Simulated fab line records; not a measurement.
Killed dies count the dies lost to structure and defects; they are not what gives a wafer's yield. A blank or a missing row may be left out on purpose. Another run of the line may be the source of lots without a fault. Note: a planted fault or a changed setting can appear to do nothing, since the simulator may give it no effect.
fab line records | flow n5Finfet
[record] lots = 7 wafers = 39
route steps=1938 shown DUMMY_GATE@215 SD_EPI_N@293 MOL_CONTACT_COAG@531
startH: hours from the record's opening day to when the first of the lot's shown wafers began | waitH: how many hours have passed since the lot's step before this one | " same as the row above | L1.1+2: a single row standing in for several wafers | - no value present, or no start provided | * or withheld: withheld | < > ~ a bound
route shown NAME@n: a module of which the file shows steps, and the number in the route of the first | usual: mean/standard deviation taken from wafers without a fault | same: alike in all rows | chamber/n: place in a boat | sites: each site's reading | _std_site: standard deviation across them | _edge_site: mean of outer sites minus mean of inner sites | radiusMm: for every site, how far away it sits from the centre of the wafer | mask NAME#n: copy n | behind: tool/chamber where the wafer was last shaped | hold: reason for holding the lot/hours on hold/outcome of the hold | device: names the non-switching transistor (n, p or np) | end of line: tests run on the same wafers once the route is complete | step lacking rows: just its recipe | killed: dies that structure and defects cost at the first sort, which is not the same as the wafer's yield | map: per-die view of a wafer (x killed, . not killed, _ where there is no die)
set.NAME: setting as actually run; set.NAME@STEP: the setting as run at that earlier step | model.NAME: the simulator's own value behind a step, which no gauge read
lots with deliberately changed settings; one table per step, one row per wafer
[[steps]]
[step N5_DUMMY_GATE_CVD_03]
[recipe] material = a-Si targetThkA = 1500 tempC = 530 precursor = SiH4 timeS = 8042
// columns lot.wafer tool chamber startH waitH set.targetThkA model.a-Si_of_DUMMY_GATE_CVD_03.thkNm
L076.1 - - - 0.1 1375 138.4
L076.2 " - " " 1375 137.2
L076.3 " - " " 1375 136.2
L076.4 " - " " 1375 137.8
L076.5+6 " - " " 1375 137.6
L081.1+4+5 - - - 0.1 1500 149.2
L081.2 " - " " 1500 147.8
L081.3 " - " " 1500 149.4
L081.6 " - " " 1500 148.8
L085.1 - - - 0.1 1688 165.6
L085.2+3 " - " " 1688 165.2
L085.4 " - " " 1688 166.2
L085.5 " - " " 1688 164.8
L085.6 " - " " 1688 165.8
L086.1 - - - 0.1 1556 157.8
L086.2 " - " " 1556 156.6
L086.3+4 " - " " 1556 157.4
L086.5+6 " - " " 1556 156.4
L090.1 lpcvd-02 0/65 132.55 0.1 1500 151.2
L090.5 " 0/84 " " 1500 150
L090.6 " 0/89 " " 1500 150.4
L091.1 - - - 0.1 1353 138.2
L091.2+4 " - " " 1353 138
L091.3 " - " " 1353 137.4
L091.5 " - " " 1353 138.8
L091.6 " - " " 1353 136.6
L097.1+6 - - - 1.9 1366 137.4
L097.2 " - " " 1366 135.2
L097.3+4 " - " " 1366 137.2
L097.5 " - " " 1366 136
[step N5_DUMMY_GATE_ETCH_37]
[recipe] chemistry = N2/H2 target = SOC targetDepthA = 600 overetchA = 300 tempC = 40 ionEnergyEv = 200 pressureMtorr = 30 sourceW = 840 biasW = 150 n2FlowSccm = 200 h2FlowSccm = 200
[usual] rfVppV = 524.4/2.9
// columns lot.wafer tool chamber startH waitH set.sourceW rfVppV model.SiARC_of_DUMMY_GATE_COAT_35.thkNm
L076.1 rieDiel-03 2 58.60 0.0 840 527.6 5
L076.2 " 3 " " 840 523.4 5
L076.3 " 1 " " 881.5 516.9 5
L076.4 " 0 " " 881.5 512.4 4.8
L076.5 " 2 " " 881.5 519.3 4.8
L076.6 " 3 " " 840 522.0 5
L081.1 rieDiel-04 3 89.03 0.0 942.1 500.9 4.6
L081.2 " 2 " " 942.1 504.8 4.8
L081.3 " 0 " " 840 525.8 5
L081.4 " 1 " " 942.1 502.5 4.6
L081.5 " 2 " " 840 526.5 5.2
L081.6 " 3 " " 840 520.9 5
L085.1 rieDiel-03 0 116.44 0.0 840 520.9 5
L085.2 " 3 " " 966.8 499.8 4.6
L085.3 " 1 " " 966.8 501.0 4.6
L085.4 " 2 " " 840 528.1 5
L085.5 " 1 " " 966.8 501.4 4.6
L085.6 " 0 " " 840 521.0 5
L086.1 rieDiel-04 3 119.10 0.0 840 520.7 5
L086.2 " 2 " " 840 526.2 5
L086.3 " 0 " " 840 526.0 4.8
L086.4 " 2 " " 840 526.9 5
L086.5 " 0 " " 840 525.9 4.8
L086.6 " 3 " " 840 521.0 5
L090.1 rieDiel-03 0 141.21 0.0 840 518.9 5
L090.5 " 3 " " 840 523.1 5
L090.6 " 0 " " 840 520.3 5
L091.1 rieDiel-04 3 148.15 0.0 840 520.4 5
L091.2 " 1 " " 679.8 559.9 5.6
L091.3 " 2 " " 679.8 562.8 5.6
L091.4 " 0 " " 840 524.3 5
L091.5 " 1 " " 840 521.6 5
L091.6 " 2 " " 679.8 564.2 5.6
L097.1 rieDiel-01 1 191.10 0.0 935.5 509.6 4.6
L097.2 " 3 " " 840 525.2 4.8
L097.3 " 0 " " 935.5 508.6 4.6
L097.4 " 2 " " 840 523.7 5
L097.5 " 0 " " 840 528.7 5
L097.6 " 1 " " 935.5 509.4 4.6
[step N5_SD_EPI_N_LINER_46]
[recipe] material = SiNx targetThkA = 30 tempC = 400 aldPrecursorFamily = SiH2I2 aldCoReactant = N2/H2-plasma pressureTorr = 2
// columns lot.wafer tool chamber startH waitH set.targetThkA model.SiNx_of_SD_EPI_N_LINER_46.thkNm
L076.1+2+5 aldSin-01 2,1,1 64.72 0.3 31.43 3.2
L076.3+4+6 " 0,2,0 " " 30 3
L081.1+2+3+4+5+6 aldSin-04 3,0,1,2,2,3 96.35 0.2 30 3
L085.1+2+5 aldSin-01 0,1,1 122.30 0.2 28.35 2.8
L085.3+4+6 " 2,3,0 " " 30 3
L086.1+3+6 aldSin-01 2,3,3 125.82 0.2 26.67 2.6
L086.2+4+5 " 1,1,2 " " 30 3
L090.1+5+6 aldSin-02 1,2,3 147.50 0.2 30 3
L091.1+2+4 aldSin-02 1,0,3 154.50 0.5 30 3
L091.3+5+6 " 2,3,0 " " 26.2 2.6
L097.1+2+3+4+5+6 aldSin-04 1,3,0,2,0,3 197.89 0.2 30 3
[step N5_MOL_CONTACT_COAG_ETCH_105]
[recipe] chemistry = CF4 target = SiARC targetDepthA = 156 maskMaterial = CAR-EUV timeS = 26 ionEnergyEv = 80 pressureMtorr = 40 sourceW = 545 biasW = 36 Ar_flow_sccm = 100 cf4FlowSccm = 100 ends = cleared
[usual] rfVppV = 183.6/1.2
// columns lot.wafer tool chamber startH waitH set.biasW rfVppV
L076.1 rieDiel-02 3 99.78 0.0 41.32 198.3
L076.2 " 1 " " 41.32 199.9
L076.3 " 0 " " 41.32 200.0
L076.4 " 2 " " 36 185.3
L076.5 " 3 " " 36 182.9
L076.6 " 2 " " 36 186.1
L081.1 rieDiel-06 0 130.43 0.0 38.06 192.2
L081.2 " 1 " " 38.06 189.4
L081.3 " 3 " " 36 183.0
L081.4 " 0 " " 36 185.0
L081.5 " 1 " " 36 184.1
L081.6 " 3 " " 38.06 188.7
L085.1 rieDiel-05 3 155.57 0.0 36 183.8
L085.2 " 0 " " 30.4 165.1
L085.3 " 1 " " 30.4 166.0
L085.4 " 3 " " 30.4 165.4
L085.5 " 1 " " 36 182.9
L085.6 " 0 " " 36 183.8
L086.1 rieDiel-06 0 162.03 0.0 36 182.8
L086.2 " 2 " " 33.31 174.7
L086.3 " 1 " " 33.31 173.8
L086.4 " 0 " " 36 184.5
L086.5 " 1 " " 33.31 175.1
L086.6 " 2 " " 36 181.8
L090.1 rieDiel-06 1 182.86 0.0 36 183.8
L090.5 " 2 " " 36 182.8
L090.6 " 3 " " 36 181.7
L091.1 rieDiel-05 2 188.96 0.0 36 184.1
L091.2 " 0 " " 36 184.6
L091.3 " 1 " " 36 181.5
L091.4 " 1 " " 36 185.9
L091.5 " 2 " " 36 184.1
L091.6 " 0 " " 36 183.2
L097.1 rieDiel-05 0 233.33 0.0 36 183.3
L097.2 " 2 " " 36 183.1
L097.3 " 1 " " 36 183.4
L097.4 " 3 " " 32.68 173.8
L097.5 " 0 " " 32.68 172.1
L097.6 " 1 " " 32.68 172.6
[step N5_MOL_CONTACT_COAG_ALD_27]
[recipe] material = SiOC targetThkA = 170 tempC = 400 aldPrecursorFamily = carbosiloxane aldCoReactant = H2-plasma pulseTimeS = 1.5 timeS = 2720 purgeTimeS = 2 coReactantPurgeTimeS = 2 aldCycles = 340 pressureTorr = 2
// columns lot.wafer tool chamber startH waitH set.aldCycles model.SiOC_of_MOL_CONTACT_COAG_ALD_27.thkNm
L076.1+2+3+4+5+6 aldSin-04 0,2,1,3,0,3 106.13 0.0 340 17
L081.1+3+5 aldSin-04 2,0,3 138.17 0.0 358 18
L081.2+4+6 " 3,1,2 " " 340 17
L085.1+4+6 aldSin-02 2,1,2 162.60 0.0 379 19
L085.2+3+5 " 3,0,3 " " 340 17
L086.1+2+6 aldSin-04 0,1,1 167.83 0.0 340 17
L086.3+4 " 3,2 " " 310 15.4
L086.5 " 2 " " 310 15.6
L090.1 aldSin-01 1 190.39 0.9 340 17.2
L090.5+6 " 2,1 " " 340 17
L091.1+4+6 aldSin-01 3,0,0 195.65 0.0 340 17
L091.2+3+5 " 2,1,3 " " 376 18.8
L097.1+5 aldSin-02 2 243.44 0.0 369 18.4
L097.2+3+4 " 0,1,3 " " 340 17
L097.6 " 1 " " 369 18.6
[[key]]
[split] step = N5_DUMMY_GATE_CVD_03 setting = targetThkA stated = 1500 by = lot
[response] step = N5_DUMMY_GATE_CVD_03 reading = model.a-Si_of_DUMMY_GATE_CVD_03.thkNm change = +1.34 per = 1% r = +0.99
[split] step = N5_DUMMY_GATE_ETCH_37 setting = sourceW stated = 840 by = wafer
[response] step = N5_DUMMY_GATE_ETCH_37 reading = rfVppV change = -1.79 per = 1% r = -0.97
[response] step = N5_DUMMY_GATE_ETCH_37 reading = model.SiARC_of_DUMMY_GATE_COAT_35.thkNm change = -0.03 per = 1% r = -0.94
[split] step = N5_SD_EPI_N_LINER_46 setting = targetThkA stated = 30 by = wafer
[response] step = N5_SD_EPI_N_LINER_46 reading = model.SiNx_of_SD_EPI_N_LINER_46.thkNm change = +0.0343 per = 1% r = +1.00
[split] step = N5_MOL_CONTACT_COAG_ETCH_105 setting = biasW stated = 36 by = wafer
[response] step = N5_MOL_CONTACT_COAG_ETCH_105 reading = rfVppV change = +1.09 per = 1% r = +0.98
[split] step = N5_MOL_CONTACT_COAG_ALD_27 setting = aldCycles stated = 340 by = wafer
[response] step = N5_MOL_CONTACT_COAG_ALD_27 reading = model.SiOC_of_MOL_CONTACT_COAG_ALD_27.thkNm change = +0.174 per = 1% r = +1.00
